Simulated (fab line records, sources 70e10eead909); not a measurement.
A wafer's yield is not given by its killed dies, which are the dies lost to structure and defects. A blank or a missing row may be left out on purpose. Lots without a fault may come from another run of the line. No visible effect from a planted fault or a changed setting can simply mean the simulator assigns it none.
A lot that was struck, set against a sound lot    flow nand harc    21 out of 1302 route steps
Sound: wafers L466.2, L466.3, L466.4. Wafers struck: L464.3, L464.5, L464.6. The cause comes at the end.
Each step with rows lists, per side, the tool, then ch with its chambers, then its first start. Under that, the readings that differ: sound wafers    struck wafers    difference of the means    sigmas: that difference in standard deviations of wafers without a fault.
alike: words and numbers the same on both sides, and readings whose means are apart by under 2 such deviations; not compared: readings that were withheld, readings missing a value for some wafer, numbers with overlapping values and no deviation given by the record, and bounds like >300 which may hide the same value.
Wherever a step has rows on one side only, a row that says differs or no value, or a row with sigmas, the two part there. When numbers do not overlap yet have no deviation, they are printed without sigmas and do not part them. A reading that every wafer of one side lacks parts them only if that side has two wafers or more.

first, 9 steps without rows for these wafers: NHARC_THIN_TSV_PVD_24 (deposits Al, target thk 800 nm); NHARC_THIN_TSV_DEHYDRATE_25 (time 120 s); NHARC_THIN_TSV_HMDS_26 (time 30 s); NHARC_THIN_TSV_COAT_27; NHARC_THIN_TSV_SOFTBAKE_28 (time 95 s); NHARC_THIN_TSV_EBR_29; NHARC_THIN_TSV_EXPOSE_30 (exposes mask PAD); NHARC_THIN_TSV_PEB_31 (peb time 85 s); NHARC_THIN_TSV_DEVELOP_32 (time 70 s).
NHARC_THIN_TSV_CD_MEAS_33: target cd 5000 nm.
  sound on cd sem-01 ch 0, day 29 04:59; struck on cd sem-01 ch 0, day 28 20:13
  alike: cd nm
then, 1 step without rows for these wafers: NHARC_THIN_TSV_HARDBAKE_34 (time 80 s).
NHARC_THIN_TSV_DESCUM_35: chemistry O2, time 3 s.
  sound on rie diel-10 ch 1,2,3, day 29 05:09; struck on rie diel-12 ch 1,3, day 28 20:23
reading       sound           struck          difference  sigmas
rf vpp V (V)  58.6 59.0 57.1  56.3 56.6 55.0  -2.3        -2
  alike: drypump motor current A, oes product au, showerhead plenum p Torr, throttle valve pct
  not compared: rf hours counter h
NHARC_THIN_TSV_ETCH_59: etches the open film in Cl2/BCl3, target depth 880 nm, time 138.1 s.
  sound on rie metal-03 ch 0,1, day 29 05:19; struck on rie metal-02 ch 0,1, day 28 20:37
reading                sound              struck             difference  sigmas
oes product au (a.u.)  0.982 0.976 0.984  1.006 1.021 1.019  +0.035      +3
  alike: bcl3 flow sccm, drypump motor current A, throttle valve pct
  not compared: rf hours counter h
NHARC_THIN_TSV_ETCH_36: etches the open film in Cl2/BCl3, target depth 65 nm, time 18.571 s.
  sound on rie metal-03 ch 0,1, day 29 05:33; struck on rie metal-02 ch 0,1, day 28 20:47
  alike: drypump motor current A, oes product au
  not compared: rf hours counter h
NHARC_THIN_TSV_STRIP_56: strips in O2.
  sound on plasma asher-02 ch 0,1, day 29 05:38; struck on plasma asher-02 ch 0,1, day 28 21:01
  alike: drypump motor current A, heater power w
  not compared: rf hours counter h
then, 1 step without rows for these wafers: NHARC_THIN_TSV_STRIP_57 (strips in post etch residue remover, time 1200 s).
NHARC_THIN_TSV_CD_MEAS_37:
  sound on cd sem-01 at day 29 06:26; struck on cd sem-01 at day 28 21:40
  alike: cd nm
then, 1 step without rows for these wafers: NHARC_THIN_TSV_ANNEAL_58 (time 1800 s).
NHARC_THIN_TSV_INSPECT_40:
  sound on defect inspect-01 at day 29 12:52; struck on defect inspect-01 at day 29 02:19
reading           sound        struck          difference  sigmas
raw defect count  635 584 553  1261 1184 1193  +622        +7
NHARC_END_WLT_00:
  sound on prober-02 at day 29 13:26; struck on prober-01 at day 29 03:22
reading                      sound              struck             difference  sigmas
VT_DECK1_MEDIAN_NEAR_BOTTOM  0.850 0.859 0.858  0.871 0.876 0.868  +0.016      +2
  alike: VT_DECK1_BOTTOM, VT_DECK1_BOTTOM_INNER, VT_DECK1_MEDIAN_NEAR_BOTTOM_INNER, VT_DECK1_MIDDLE, VT_DECK1_MIDDLE_INNER, VT_DECK1_TOP, VT_DECK1_TOP_INNER, VT_DECK2_BOTTOM, VT_DECK2_BOTTOM_INNER, VT_DECK2_MEDIAN_NEAR_BOTTOM, VT_DECK2_MEDIAN_NEAR_BOTTOM_INNER, VT_DECK2_MIDDLE, VT_DECK2_MIDDLE_INNER, VT_DECK2_TOP, VT_DECK2_TOP_INNER
NHARC_END_SORT_01:
  sound on prober-02 ch 0, day 29 16:44; struck on prober-01 ch 0, day 29 06:58
reading                   sound     struck       difference  sigmas
defect limited yield (%)  88 92 90  76 83 78     -11         -3
killed at other           0 0 1     89 57 81     +75         +50
killed dies               82 56 69  160 114 146  +71         +3
  alike: killed at array, killed at periphery, killed open, killed short

## WHERE THEY PART
Earliest at NHARC_THIN_TSV_DESCUM_35; latest, in this record, at NHARC_END_SORT_01.

WHY: what the simulator had put in
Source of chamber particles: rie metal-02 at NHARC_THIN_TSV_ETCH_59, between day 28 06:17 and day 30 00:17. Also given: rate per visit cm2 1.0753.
